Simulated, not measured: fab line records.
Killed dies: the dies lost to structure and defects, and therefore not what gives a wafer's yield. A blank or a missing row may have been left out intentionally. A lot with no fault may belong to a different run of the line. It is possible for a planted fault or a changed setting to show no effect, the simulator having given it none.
Split-lot experiment	flow n5-finfet	7 lots, 21 wafers read, on a route of 1938 steps

SPLIT DETAILS
At N5_STI_FIN_REVEAL_ETCHBACK_08 (etches SiO2 in C4F6/O2, target depth 30.5 nm, time 10.167 s), the setting time-s was moved away from the recipe's 10.167 s on 9 of the 21 wafers read, by -17.4% to +20.4%. All remaining wafers had this setting at the recipe value.

FROM THE SPLIT TO THE READING: what the file shows between them, 3 steps
- N5_STI_FIN_REVEAL_STRIP_24: strips in N2/H2, time 90 s
- N5_STI_FIN_REVEAL_PRECLEAN_25: cleans in SPM, time 90 s
- N5_STI_FIN_REVEAL_SRD_23: time 30 s

THE READING
trench-depth-nm, in nm, at N5_STI_FIN_REVEAL_FIN_H_MEAS_10. A value of 51.7 nm with a standard deviation of 0.58 nm is what fault-free wafers of this fab line usually give.

wafer	tool, chamber at the split	time-s as run, s	against the recipe	trench-depth-nm, nm	against lot-mates on the recipe
L078.2	rie-diel-05, 0,2	10.167	recipe	51.3	-
L078.3	rie-diel-05, 1	8.393	-17.4%	46.0	-5.5
L078.5	rie-diel-05, 0,2	10.167	recipe	51.8	-
L081.1	rie-diel-02, 2,3	10.84	+6.6%	54.7	+2.7
L081.2	rie-diel-02, 2,3	10.84	+6.6%	54.4	+2.4
L081.4	rie-diel-02, 0	10.167	recipe	52.0	-
L084.1	rie-diel-02, 3,0,0	10.167	recipe	50.3	-
L084.3	rie-diel-02, 3,0,0	10.167	recipe	50.8	-
L084.6	rie-diel-02, 3,0,0	10.167	recipe	50.9	-
L087.1	rie-diel-05, 1,3,2	10.167	recipe	51.8	-
L087.3	rie-diel-05, 1,3,2	10.167	recipe	51.8	-
L087.4	rie-diel-05, 1,3,2	10.167	recipe	52.1	-
L089.1	rie-diel-02, 0,2	9.556	-6.0%	50.5	-2.0
L089.2	rie-diel-02, 0,2	9.556	-6.0%	51.0	-1.5
L089.3	rie-diel-02, 3	10.167	recipe	52.5	-
L090.1	rie-diel-02, 0,2	12.24	+20.4%	57.4	+5.9
L090.3	rie-diel-02, 0,2	12.24	+20.4%	58.2	+6.7
L090.5	rie-diel-02, 0	10.167	recipe	51.5	-
L094.3	rie-diel-02, 1	10.167	recipe	51.3	-
L094.5	rie-diel-02, 2,3	8.751	-13.9%	47.6	-3.7
L094.6	rie-diel-02, 2,3	8.751	-13.9%	46.8	-4.5
Rows listing several chambers each stand for several wafers; the file does not say which wafer went through which chamber.

THE FIT
A straight line over all 21 wafers: trench-depth-nm changes by +0.31 nm for each +1% of time-s; r = +0.97; the points scatter about the line by 0.68 nm.
The same after taking each lot's own level away (the mean of its wafers on the recipe; 21 wafers): +0.311 nm for each +1%; r = +0.99; scatter 0.3 nm.
That fit puts the effect of the largest move of time-s on the reading at 6.3 nm.
Measured against the standard deviation above, the lots' own levels, which go from 50.67 to 52.50 nm, span 3.2 times it.
So the lot-to-lot level changes the slope little: the two slopes agree.
Check: for one of the wafers moved furthest among these (+20.4%), held out of the fit, the line's prediction against its lot-mates is +6.62 nm. Against them it came out at +5.9 nm.

ADDITIONAL SPLITS CARRIED BY THESE WAFERS
These wafers also went through other splits before the reading. Each is held against what the fit with the lots' levels taken away leaves over:
other split on the same wafers	wafers away from the commonest value	r with trench-depth-nm (lot level and that fit taken away)
N5_ZERO_LAYER_EXPOSE_08 dose-mj	8	-0.02
N5_ZERO_LAYER_DEVELOP_10 develop-time-s	7	+0.28
N5_PMOS_HMC_CHANNEL_EPI_PEB_07 peb-temp-c	7	-0.06
N5_PMOS_HMC_CHANNEL_EPI_ETCH_32 bias-w	4	-0.39
N5_FIN_SAQP_COAT_49 spin-rpm	9	-0.32
N5_FIN_SAQP_DEVELOP_15 develop-time-s	8	-0.28

THE WHOLE CHAIN: every reading that the file lists as answering this split, in the file's order
step	what it does	reading	change (the file's fit)	r (the file's)
N5_STI_FIN_REVEAL_FIN_H_MEAS_10		trench-depth-nm	+0.31 nm for each +1% of the setting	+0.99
N5_BEOL_M4_RC_MEAS_101		ION_P	+1.85 for each +1% of the setting, in a fit together with none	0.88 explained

FILE'S OWN FIT
trench-depth-nm changes by +0.31 nm for each +1% of time-s, r = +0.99.
